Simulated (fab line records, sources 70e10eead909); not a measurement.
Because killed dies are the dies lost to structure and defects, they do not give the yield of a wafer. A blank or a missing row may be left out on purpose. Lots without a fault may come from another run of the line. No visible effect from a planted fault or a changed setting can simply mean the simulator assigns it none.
Chamber matching | flow nand harc | rie diel-06 running NHARC_THIN_TSV_DESCUM_14: 4 sister chambers
The step chemistry O2, time 3 s. 7 wafers are shown with their chamber, then 7 later ones without.

WAFERS PAIRED WITH THEIR CHAMBERS
wafer  | chamber | drypump motor current A (A) | oes product au (a.u.)
L556.5 | 2       | 6.3                         | 1.017
L564.6 | 1       | 5.7                         | 0.994
L566.1 | 3       | 5.5                         | 1.011
L566.2 | 2       | 6.3                         | 1.012
L566.3 | 0       | 4.7                         | 1.021
L573.3 | 1       | 5.7                         | 0.994
L573.4 | 0       | 4.8                         | 1.011

WAFERS WHOSE CHAMBER IS MISSING
wafer  | drypump motor current A (A) | oes product au (a.u.)
L573.6 | 4.7                         | 1.021
L575.2 | 4.7                         | 1.023
L575.4 | 5.7                         | 1.002
L575.5 | 5.7                         | 0.989
L577.2 | 4.7                         | 1.011
L577.3 | 5.5                         | 1.006
L577.5 | 5.5                         | 0.988

CHAMBER TAKEN BY EACH
wafer  | from the rows above     | in truth
L573.6 | 0                       | 0
L575.2 | 0                       | 0
L575.4 | 1                       | 1
L575.5 | 1                       | 1
L577.2 | 0                       | 0
L577.3 | 3                       | 3
L577.5 | can't be placed: 3 or 1 | 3
Correct placement for 6 of the 7. Not placeable from these rows: 1 (in 1, the candidates include the true chamber). Placed wrongly: 0.
How it was worked out, from the rows above alone: a wafer's distance from a chamber is the root of the sum, over the readings, of the square of ((its reading less the chamber's mean) divided by the reading's scatter). The wafer belongs to the nearest chamber; if the next one is less than 2 further off, it can't be placed. A chamber's mean is the mean of its shown wafers. How the scatter is found: for the shown wafers, subtract from each reading the mean of its chamber, square and add these, divide the total by (wafers less chambers), then take the root.
